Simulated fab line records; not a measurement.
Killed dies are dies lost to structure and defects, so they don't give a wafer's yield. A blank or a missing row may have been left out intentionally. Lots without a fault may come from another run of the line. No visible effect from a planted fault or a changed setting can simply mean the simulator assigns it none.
Which of the tools did it? ; flow nand_harc ; 23 lots, 69 wafers sampled, at 2 steps of a route of 1302

== WHAT THE GAUGES READ, wafer by wafer ==
NHARC_A_ONON_D1_THK_MEAS_27: measures by ellipsometry. Usual: 1000 nm for thk_nm, sd 12.
lot;measured;on;thk_nm (nm);flag
L074;day 8 09:55;film_metro-02;997 998 999;
L075;day 8 16:43;film_metro-01;997 998 998;
L076;day 9 06:34;film_metro-02;973 972 972;
L077;day 9 06:35;film_metro-01;987 988 988;
L079;day 10 13:30;film_metro-01;1013 1013 1013;
L078;day 10 13:30;film_metro-02;988 990 989;
L080;day 11 09:40;film_metro-01;999 998 1000;
L081;day 11 14:18;film_metro-02;999 995 996;
L082;day 11 14:10;film_metro-02;1021 1021 1020;
L084;day 12 09:35;film_metro-02;996 996 998;
L086;day 12 23:35;film_metro-02;999 998 998;
L085;day 13 04:44;film_metro-02;989 990 988;
L087;day 13 23:19;film_metro-02;998 997 997;
L089;day 14 07:44;film_metro-02;1020 1022 1022;
L088;day 14 07:44;film_metro-01;998 999 999;
L090;day 15 09:16;film_metro-02;1014 1014 1015;
L091;day 15 09:13;film_metro-01;994 995 996;
L092;day 16 01:51;film_metro-01;1002 1001 1003;
L093;day 16 01:51;film_metro-02;1022 1020 1019;
L094;day 16 20:34;film_metro-01;1009 1011 1011;
L095;day 16 20:38;film_metro-01;998 999 999;
L096;day 17 14:53;film_metro-02;1018 1017 1016;
L097;day 18 02:40;film_metro-01;990 991 992;

== EACH LOT AND THE TOOL THAT RAN IT (in order: tool; ch and the chambers of the sampled wafers; start) ==
lot;NHARC_P_M2_PRE_CLEAN_32
L074;pecvd-04 ch 0,1,2, day 6 13:46
L075;pecvd-03 ch 1,2, day 7 01:10
L076;pecvd-02 ch 0,2, day 7 13:05
L077;pecvd-03 ch 0,2, day 7 15:56
L079;pecvd-02 ch 0,1,2, day 8 15:50
L078;pecvd-02 ch 0,1,2, day 8 17:14
L080;pecvd-04 ch 0,2, day 9 12:10
L081;pecvd-02 ch 0,1,2, day 9 20:37
L082;pecvd-04 ch 0,2, day 9 21:22
L084;pecvd-04 ch 0,1, day 10 16:40
L086;pecvd-03 ch 0,1,2, day 11 07:22
L085;pecvd-03 ch 0,1, day 11 13:09
L087;pecvd-03 ch 0,2, day 12 05:06
L089;pecvd-03 ch 0,1,2, day 12 14:56
L088;pecvd-02 ch 0,2, day 12 16:31
L090;pecvd-03 ch 1,2, day 13 11:55
L091;pecvd-04 ch 0,1, day 13 13:20
L092;pecvd-02 ch 0,1, day 14 00:55
L093;pecvd-04 ch 0,1,2, day 14 08:16
L094;pecvd-03 ch 1,2, day 15 05:19
L095;pecvd-04 ch 1,2, day 15 06:49
L096;pecvd-04 ch 0,1,2, day 15 21:20
L097;pecvd-02 ch 0,1, day 16 06:22
- NHARC_P_M2_PRE_CLEAN_32: time 12 s.

== AS READ BY THE TOOLS THEMSELVES (means over the sampled wafers that have a number; for cases with no such wafer, the mark the record gives instead) ==
NHARC_P_M2_PRE_CLEAN_32. Usual: heater_power_outer_w 351 W, standard deviation 64; heater_power_w 603 W, standard deviation 87.
lot;tool;heater_power_outer_w (W);heater_power_w (W);flag
L074;pecvd-04;310;548;
L075;pecvd-03;427;700;
L076;pecvd-02;416;682;
L077;pecvd-03;323;552;
L079;pecvd-02;390;656;
L078;pecvd-02;375;643;
L080;pecvd-04;320;535;
L081;pecvd-02;375;654;
L082;pecvd-04;328;571;
L084;pecvd-04;249;464;
L086;pecvd-03;348;589;
L085;pecvd-03;294;528;
L087;pecvd-03;324;560;
L089;pecvd-03;355;609;
L088;pecvd-02;393;676;
L090;pecvd-03;371;626;
L091;pecvd-04;306;538;
L092;pecvd-02;400;686;
L093;pecvd-04;336;583;
L094;pecvd-03;410;666;
L095;pecvd-04;328;582;
L096;pecvd-04;322;560;
L097;pecvd-02;382;666;

== THE ANSWER, worked out from the rows above alone ==
Rule: lot off if the mean of its wafers having a number is beyond 3 standard deviations from the usual mean. A lot without any number at a reading at which 4 lots or more have one is off too. Where the step has rows for the other lots, those lots are counted as sound. After the gauges, taken in route order, come the tools' own readings; for these a lot's mean is taken, as printed above. At the first step where some lot is off, the reading lying furthest off is the one used; lots without a number count as furthest.
No lot is off at any reading shown: from this, nothing can be told.

== WHAT THE SIMULATOR PUT IN ==
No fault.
